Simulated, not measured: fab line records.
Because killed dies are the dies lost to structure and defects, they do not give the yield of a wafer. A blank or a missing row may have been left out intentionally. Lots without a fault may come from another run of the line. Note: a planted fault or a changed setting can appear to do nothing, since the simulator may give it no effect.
The tool behind it: which one?	flow nandHarc	24 lots with 72 wafers sampled at 6 steps, on a route of 1302 steps

WHAT EACH GAUGE READ, for each wafer
The record lacks any reading of a measuring or inspecting step that a usual standard deviation could be used to judge.

WHICH TOOL RAN EACH LOT (tool, then ch and the chambers of the sampled wafers, then the start)
lot	NHARC_A_STAIRCASE_STRIP_175	NHARC_A_STAIRCASE_TRIM_196	NHARC_A_STAIRCASE_TRIM_224	NHARC_A_STAIRCASE_ETCH_225	NHARC_A_STAIRCASE_TRIM_235	NHARC_A_STAIRCASE_DEP_280
L074	plasmaAsher-01 ch 0,1, day 16 03:20	rieDiel-09 ch 0,2,3, day 16 06:11	rieDiel-09 ch 0,2, day 17 01:27 or earlier	rieDiel-09 ch 0,1,3, day 17 01:27 or earlier	rieDiel-13 ch 0,1,3, day 17 01:27 or earlier	pecvd-03 ch 0,1, day 17 01:27
L075	plasmaAsher-02 ch 0,1, day 16 16:43	rieDiel-13 ch 0,2,3, day 16 19:19	rieDiel-13 ch 0,1, day 17 12:05 or earlier	rieDiel-13 ch 0,1,2, day 17 12:05 or earlier	rieDiel-04 ch 0,1,2, day 17 12:05 or earlier	pecvd-04 ch 0,1,2, day 17 12:05
L077	plasmaAsher-02 ch 0,1, day 16 21:36	rieDiel-13 ch 0,1,3, day 17 03:01	rieDiel-09 ch 0,1,2, day 17 22:02 or earlier	rieDiel-09 ch 1,2,3, day 17 22:02 or earlier	rieDiel-09 ch 0,1,2, day 17 22:02 or earlier	pecvd-03 ch 0,1,2, day 17 22:02
L076	plasmaAsher-02 ch 0,1, day 16 22:24	rieDiel-04 ch 0,1,3, day 17 01:05	rieDiel-04 ch 0,1,3, day 17 18:59 or earlier	rieDiel-04 ch 1,2,3, day 17 18:59 or earlier	rieDiel-04 ch 0,2,3, day 17 18:59 or earlier	pecvd-03 ch 0,1,2, day 17 18:59
L078	plasmaAsher-02 ch 0,1, day 17 22:15	rieDiel-09 ch 0,3, day 18 00:41	rieDiel-09 ch 1,2, day 18 17:40 or earlier	rieDiel-09 ch 1,2, day 18 17:40 or earlier	rieDiel-09 ch 0,1,3, day 18 17:40 or earlier	pecvd-04 ch 0,1,2, day 18 17:40
L079	plasmaAsher-01 ch 0,1, day 18 02:57	rieDiel-09 ch 0,1,2, day 18 05:38	rieDiel-13 ch 0,1, day 18 21:39 or earlier	rieDiel-13 ch 1,2, day 18 21:39 or earlier	rieDiel-04 ch 0,2, day 18 21:39 or earlier	pecvd-01 ch 1,2, day 18 21:39
L080	plasmaAsher-01 ch 0,1, day 18 11:10	rieDiel-09 ch 0,2,3, day 18 13:52	rieDiel-04 ch 0,2, day 19 15:14 or earlier	rieDiel-04 ch 0,1,2, day 19 15:14 or earlier	rieDiel-04 ch 1,2, day 19 15:14 or earlier	pecvd-04 ch 0,1,2, day 19 15:14
L081	plasmaAsher-01 ch 0,1, day 18 20:01	rieDiel-04 ch 1,2, day 18 23:37	rieDiel-09 ch 1,2, day 20 04:25 or earlier	rieDiel-09 ch 1,2,3, day 20 04:25 or earlier	rieDiel-09 ch 1,3, day 20 04:25 or earlier	pecvd-01 ch 0,1,2, day 20 04:25
L083	plasmaAsher-01 ch 0,1, day 19 02:17	rieDiel-13 ch 0,1,2, day 19 05:22	rieDiel-04 ch 1,2,3, day 20 07:59 or earlier	rieDiel-04 ch 0,1,3, day 20 07:59 or earlier	rieDiel-04 ch 0,2,3, day 20 07:59 or earlier	pecvd-01 ch 0,1,2, day 20 07:59
L082	plasmaAsher-01 ch 0,1, day 19 07:40	rieDiel-13 ch 0,1,2, day 19 11:51	rieDiel-09 ch 0,2, day 20 09:48 or earlier	rieDiel-09 ch 0,2, day 20 09:48 or earlier	rieDiel-13 ch 1,2,3, day 20 09:48 or earlier	pecvd-04 ch 1,2, day 20 09:48
L084	plasmaAsher-01 ch 0,1, day 19 17:42	rieDiel-04 ch 1,2,3, day 19 20:14	rieDiel-13 ch 0,1, day 20 19:01 or earlier	rieDiel-13 ch 0,3, day 20 19:01 or earlier	rieDiel-13 ch 0,1,3, day 20 19:01 or earlier	pecvd-01 ch 0,1,2, day 20 19:01
L086	plasmaAsher-01 ch 0,1, day 20 13:16	rieDiel-13 ch 1,2,3, day 20 15:53	rieDiel-13 ch 1,2,3, day 21 08:16 or earlier	rieDiel-13 ch 0,2,3, day 21 08:16 or earlier	rieDiel-04 ch 0,1,3, day 21 08:16 or earlier	pecvd-01 ch 0,2, day 21 08:16
L085	plasmaAsher-02 ch 0,1, day 20 14:05	rieDiel-13 ch 0,3, day 20 16:50	rieDiel-04 ch 1,2,3, day 21 10:06 or earlier	rieDiel-04 ch 1,2,3, day 21 10:06 or earlier	rieDiel-04 ch 0,1, day 21 10:06 or earlier	pecvd-01 ch 0,1, day 21 10:06
L087	plasmaAsher-01 ch 1, day 20 22:30	rieDiel-04 ch 0,1, day 21 01:10	rieDiel-09 ch 0,1, day 21 19:17 or earlier	rieDiel-09 ch 0,3, day 21 19:17 or earlier	rieDiel-09 ch 0,1, day 21 19:17 or earlier	pecvd-03 ch 0,2, day 21 19:17
L089	plasmaAsher-01 ch 0,1, day 21 16:19	rieDiel-04 ch 0,1, day 21 21:49	rieDiel-13 ch 1,2, day 22 16:04 or earlier	rieDiel-13 ch 0,1,2, day 22 16:04 or earlier	rieDiel-13 ch 2,3, day 22 16:04 or earlier	pecvd-04 ch 1,2, day 22 16:04
L088	plasmaAsher-01 ch 0,1, day 21 16:47	rieDiel-13 ch 0,1,3, day 21 22:26	rieDiel-04 ch 0,2,3, day 22 18:14 or earlier	rieDiel-04 ch 2,3, day 22 18:14 or earlier	rieDiel-04 ch 0,2,3, day 22 18:14 or earlier	pecvd-03 ch 0,1,2, day 22 18:14
L090	plasmaAsher-02 ch 0,1, day 22 18:38	rieDiel-09 ch 1,2,3, day 22 21:40	rieDiel-04 ch 0,2,3, day 23 14:08 or earlier	rieDiel-04 ch 1,2,3, day 23 14:08 or earlier	rieDiel-13 ch 0,1,2, day 23 14:08 or earlier	pecvd-01 ch 0,1, day 23 14:08
L091	plasmaAsher-02 ch 0,1, day 22 19:04	rieDiel-09 ch 0,1,3, day 22 22:10	rieDiel-13 ch 1,2,3, day 23 21:16 or earlier	rieDiel-13 ch 1,2, day 23 21:16 or earlier	rieDiel-09 ch 0,1,2, day 23 21:16 or earlier	pecvd-04 ch 0,1, day 23 21:16
L092	plasmaAsher-01 ch 0,1, day 23 08:18	rieDiel-09 ch 1,2,3, day 23 10:53	rieDiel-09 ch 0,1,3, day 24 01:59 or earlier	rieDiel-09 ch 0,1, day 24 01:59 or earlier	rieDiel-09 ch 2,3, day 24 01:59 or earlier	pecvd-04 ch 0,1, day 24 01:59
L093	plasmaAsher-02 ch 0,1, day 23 20:22	rieDiel-13 ch 0,1,3, day 23 23:04	rieDiel-09 ch 0,2,3, day 24 20:26 or earlier	rieDiel-09 ch 0,1, day 24 20:26 or earlier	rieDiel-09 ch 1,2,3, day 24 20:26 or earlier	pecvd-03 ch 0,2, day 24 20:26
L094	plasmaAsher-02 ch 0,1, day 24 04:16	rieDiel-04 ch 0,1, day 24 06:50	rieDiel-13 ch 0,2, day 25 00:52 or earlier	rieDiel-13 ch 2,3, day 25 00:52 or earlier	rieDiel-09 ch 0,2, day 25 00:52 or earlier	pecvd-03 ch 0,1,2, day 25 00:52
L095	plasmaAsher-01 ch 0,1, day 24 12:02	rieDiel-13 ch 0,1,2, day 24 14:47	rieDiel-09 ch 2,3, day 25 07:24 or earlier	rieDiel-09 ch 0,2, day 25 07:24 or earlier	rieDiel-04 ch 2,3, day 25 07:24 or earlier	pecvd-04 ch 0,2, day 25 07:24
L096	plasmaAsher-02 ch 0,1, day 25 04:16	rieDiel-09 ch 0,2,3, day 25 06:55	rieDiel-13 ch 0,1,2, day 25 23:26 or earlier	rieDiel-13 ch 0,1,3, day 25 23:26 or earlier	rieDiel-13 ch 0,2,3, day 25 23:26 or earlier	pecvd-01 ch 0,1,2, day 25 23:26
L097	plasmaAsher-01 ch 1, day 25 15:26	rieDiel-04 ch 0,1,3, day 25 17:56	rieDiel-09 ch 0,3, day 26 09:27 or earlier	rieDiel-09 ch 0,1,2, day 26 09:27 or earlier	rieDiel-09 ch 1,2, day 26 09:27 or earlier	pecvd-03 ch 0,2, day 26 09:27
- NHARC_A_STAIRCASE_STRIP_175: strips in O2.
- NHARC_A_STAIRCASE_TRIM_196: chemistry O2, time 211.2 s.
- NHARC_A_STAIRCASE_TRIM_224: chemistry O2, time 211.2 s.
- NHARC_A_STAIRCASE_ETCH_225: etches the open film in C4F8/O2, target depth 100 nm, time 40.5 s.
- NHARC_A_STAIRCASE_TRIM_235: chemistry O2, time 211.2 s.
- NHARC_A_STAIRCASE_DEP_280: deposits SiON, target thk 30 nm.

AS READ BY THE TOOLS THEMSELVES (means over the sampled wafers that have a number; for cases with no such wafer, the mark the record gives instead)
NHARC_A_STAIRCASE_STRIP_175.
lot	tool	drypumpMotorCurrentA (A)	heaterPowerW (W)
L074	plasmaAsher-01	5.77	364
L075	plasmaAsher-02	6.02	282
L077	plasmaAsher-02	6.04	327
L076	plasmaAsher-02	6.01	278
L078	plasmaAsher-02	6.04	326
L079	plasmaAsher-01	5.58	344
L080	plasmaAsher-01	5.75	363
L081	plasmaAsher-01	5.56	347
L083	plasmaAsher-01	5.59	348
L082	plasmaAsher-01	5.56	349
L084	plasmaAsher-01	5.78	361
L086	plasmaAsher-01	5.59	348
L085	plasmaAsher-02	6.02	285
L087	plasmaAsher-01	5.94	377
L089	plasmaAsher-01	5.57	349
L088	plasmaAsher-01	5.76	359
L090	plasmaAsher-02	6.04	327
L091	plasmaAsher-02	6.02	283
L092	plasmaAsher-01	5.59	355
L093	plasmaAsher-02	6.04	325
L094	plasmaAsher-02	6.02	280
L095	plasmaAsher-01	5.56	356
L096	plasmaAsher-02	6.03	324
L097	plasmaAsher-01	5.95	391

NHARC_A_STAIRCASE_TRIM_196.
lot	tool	drypumpMotorCurrentA (A)	oesProductAu (a.u.)	rfVppV (V)	showerheadPlenumPTorr (Torr)	throttleValvePct (%)
L074	rieDiel-09	5.9	0.997	57.9	3.62	17.041
L075	rieDiel-13	5.3	0.996	58.7	3.64	17.039
L077	rieDiel-13	5.5	0.992	58.3	3.54	17.030
L076	rieDiel-04	5.8	1.012	57.4	3.53	17.030
L078	rieDiel-09	5.6	1.002	58.4	3.55	17.039
L079	rieDiel-09	6.0	0.989	57.9	3.60	17.040
L080	rieDiel-09	5.9	1.001	57.3	3.61	17.036
L081	rieDiel-04	5.5	0.989	57.1	3.36	17.043
L083	rieDiel-13	5.6	0.998	57.4	3.50	17.044
L082	rieDiel-13	5.5	1.001	57.9	3.50	17.037
L084	rieDiel-04	5.7	0.994	57.7	3.38	17.044
L086	rieDiel-13	5.4	1.000	58.0	3.56	17.033
L085	rieDiel-13	5.5	0.999	57.5	3.58	17.040
L087	rieDiel-04	5.6	1.009	58.0	3.64	17.038
L089	rieDiel-04	5.6	0.994	58.0	3.63	17.037
L088	rieDiel-13	5.6	0.995	57.3	3.52	17.037
L090	rieDiel-09	5.8	0.994	58.4	3.48	17.037
L091	rieDiel-09	5.8	1.001	58.4	3.52	17.037
L092	rieDiel-09	5.8	0.999	57.9	3.48	17.039
L093	rieDiel-13	5.6	1.002	57.4	3.51	17.045
L094	rieDiel-04	5.6	0.991	57.7	3.54	17.029
L095	rieDiel-13	5.6	1.001	58.3	3.47	17.029
L096	rieDiel-09	5.9	0.996	57.9	3.58	17.038
L097	rieDiel-04	5.8	1.006	57.9	3.49	17.041

NHARC_A_STAIRCASE_TRIM_224.
lot	tool	drypumpMotorCurrentA (A)	oesProductAu (a.u.)	rfVppV (V)	showerheadPlenumPTorr (Torr)	throttleValvePct (%)
L074	rieDiel-09	6.1	0.993	57.7	3.73	17.027
L075	rieDiel-13	5.8	1.009	56.8	3.40	17.035
L077	rieDiel-09	6.0	0.998	58.1	3.61	17.043
L076	rieDiel-04	5.8	1.000	57.3	3.53	17.027
L078	rieDiel-09	6.0	0.991	57.2	3.49	17.037
L079	rieDiel-13	5.7	1.009	57.5	3.46	17.037
L080	rieDiel-04	5.6	1.000	57.4	3.44	17.038
L081	rieDiel-09	6.0	1.008	57.5	3.48	17.027
L083	rieDiel-04	5.7	0.997	57.7	3.38	17.039
L082	rieDiel-09	6.1	0.989	58.7	3.68	17.034
L084	rieDiel-13	5.7	1.010	57.3	3.46	17.036
L086	rieDiel-13	5.4	0.993	57.8	3.56	17.032
L085	rieDiel-04	5.7	0.989	58.5	3.37	17.039
L087	rieDiel-09	5.9	1.004	58.0	3.52	17.036
L089	rieDiel-13	5.6	1.018	57.2	3.43	17.040
L088	rieDiel-04	5.8	0.997	57.9	3.45	17.027
L090	rieDiel-04	5.8	1.009	58.0	3.44	17.038
L091	rieDiel-13	5.4	1.003	58.7	3.55	17.028
L092	rieDiel-09	5.8	0.988	56.5	3.52	17.036
L093	rieDiel-09	5.8	0.995	58.8	3.59	17.034
L094	rieDiel-13	5.3	1.009	57.1	3.58	17.032
L095	rieDiel-09	5.9	0.994	57.6	3.55	17.031
L096	rieDiel-13	5.6	1.003	56.8	3.47	17.043
L097	rieDiel-09	5.8	0.998	57.6	3.62	17.042

NHARC_A_STAIRCASE_ETCH_225.
lot	tool	oesProductAu (a.u.)	rfVppV (V)
L074	rieDiel-09	0.936	896
L075	rieDiel-13	0.954	895
L077	rieDiel-09	0.945	895
L076	rieDiel-04	0.947	890
L078	rieDiel-09	0.942	894
L079	rieDiel-13	0.941	893
L080	rieDiel-04	0.937	895
L081	rieDiel-09	0.943	895
L083	rieDiel-04	0.950	895
L082	rieDiel-09	0.933	902
L084	rieDiel-13	0.946	900
L086	rieDiel-13	0.926	900
L085	rieDiel-04	0.933	891
L087	rieDiel-09	0.923	901
L089	rieDiel-13	0.953	894
L088	rieDiel-04	0.935	889
L090	rieDiel-04	0.941	890
L091	rieDiel-13	0.941	896
L092	rieDiel-09	0.933	898
L093	rieDiel-09	0.923	895
L094	rieDiel-13	0.958	902
L095	rieDiel-09	0.929	902
L096	rieDiel-13	0.945	895
L097	rieDiel-09	0.932	898

NHARC_A_STAIRCASE_TRIM_235.
lot	tool	drypumpMotorCurrentA (A)	oesProductAu (a.u.)	rfVppV (V)	showerheadPlenumPTorr (Torr)	throttleValvePct (%)
L074	rieDiel-13	5.6	0.989	57.6	3.54	17.039
L075	rieDiel-04	5.6	1.003	57.5	3.51	17.037
L077	rieDiel-09	6.0	0.999	58.0	3.61	17.034
L076	rieDiel-04	5.8	1.003	57.9	3.47	17.035
L078	rieDiel-09	5.8	0.991	58.3	3.54	17.031
L079	rieDiel-04	5.7	1.018	58.0	3.59	17.041
L080	rieDiel-04	5.5	0.988	56.6	3.36	17.034
L081	rieDiel-09	5.6	1.004	56.9	3.43	17.038
L083	rieDiel-04	5.8	1.003	57.7	3.46	17.036
L082	rieDiel-13	5.5	0.997	57.2	3.57	17.025
L084	rieDiel-13	5.6	0.994	58.6	3.52	17.042
L086	rieDiel-04	5.8	1.004	57.5	3.51	17.047
L085	rieDiel-04	5.5	1.002	58.2	3.55	17.030
L087	rieDiel-09	5.9	0.990	57.0	3.52	17.034
L089	rieDiel-13	5.2	0.991	58.3	3.69	17.030
L088	rieDiel-04	5.8	1.003	57.7	3.45	17.034
L090	rieDiel-13	5.5	1.009	58.0	3.48	17.040
L091	rieDiel-09	6.0	0.975	57.8	3.58	17.032
L092	rieDiel-09	5.6	1.007	57.1	3.49	17.042
L093	rieDiel-09	5.8	0.999	58.3	3.47	17.031
L094	rieDiel-09	6.2	0.979	57.6	3.66	17.044
L095	rieDiel-04	5.8	0.998	57.5	3.65	17.039
L096	rieDiel-13	5.3	1.011	58.4	3.60	17.036
L097	rieDiel-09	6.0	0.988	57.9	3.46	17.032

NHARC_A_STAIRCASE_DEP_280.
lot	tool	heaterPowerW (W)	susceptorTempC (C)
L074	pecvd-03	721	399.92
L075	pecvd-04	720	400.14
L077	pecvd-03	694	399.96
L076	pecvd-03	676	399.76
L078	pecvd-04	731	400.13
L079	pecvd-01	875	399.91
L080	pecvd-04	751	399.87
L081	pecvd-01	807	400.14
L083	pecvd-01	835	400.02
L082	pecvd-04	753	399.78
L084	pecvd-01	823	399.82
L086	pecvd-01	756	399.84
L085	pecvd-01	791	400.01
L087	pecvd-03	592	400.11
L089	pecvd-04	714	399.94
L088	pecvd-03	657	400.08
L090	pecvd-01	827	399.83
L091	pecvd-04	734	399.81
L092	pecvd-04	746	400.05
L093	pecvd-03	514	399.94
L094	pecvd-03	658	399.96
L095	pecvd-04	742	399.88
L096	pecvd-01	812	400.01
L097	pecvd-03	652	399.93

THE ANSWER, worked out from the rows above alone
Rule: what is usual is taken from the lots themselves. The widest of any qualifying gaps counts: lots, ordered by their means at a reading, are off when they make up no more than a third of the lots, leave a main group of 4 or more, and stand apart from it by 3 or more times the standard deviation of that group's means. The tables above print the reading to a certain number of digits; a main group whose means all agree to those digits is not used. Also off: a lot with no number at a reading for which 4 or more lots have one. Any other lot the step has rows for is counted as sound. After the gauges, taken in route order, come the tools' own readings; for these a lot's mean is taken, as printed above. At the first step where some lot is off, the reading lying furthest off is the one used; lots without a number count as furthest.
Nothing can be told from this: no lot is off at any reading shown.

WHAT WAS PUT IN BY THE SIMULATOR
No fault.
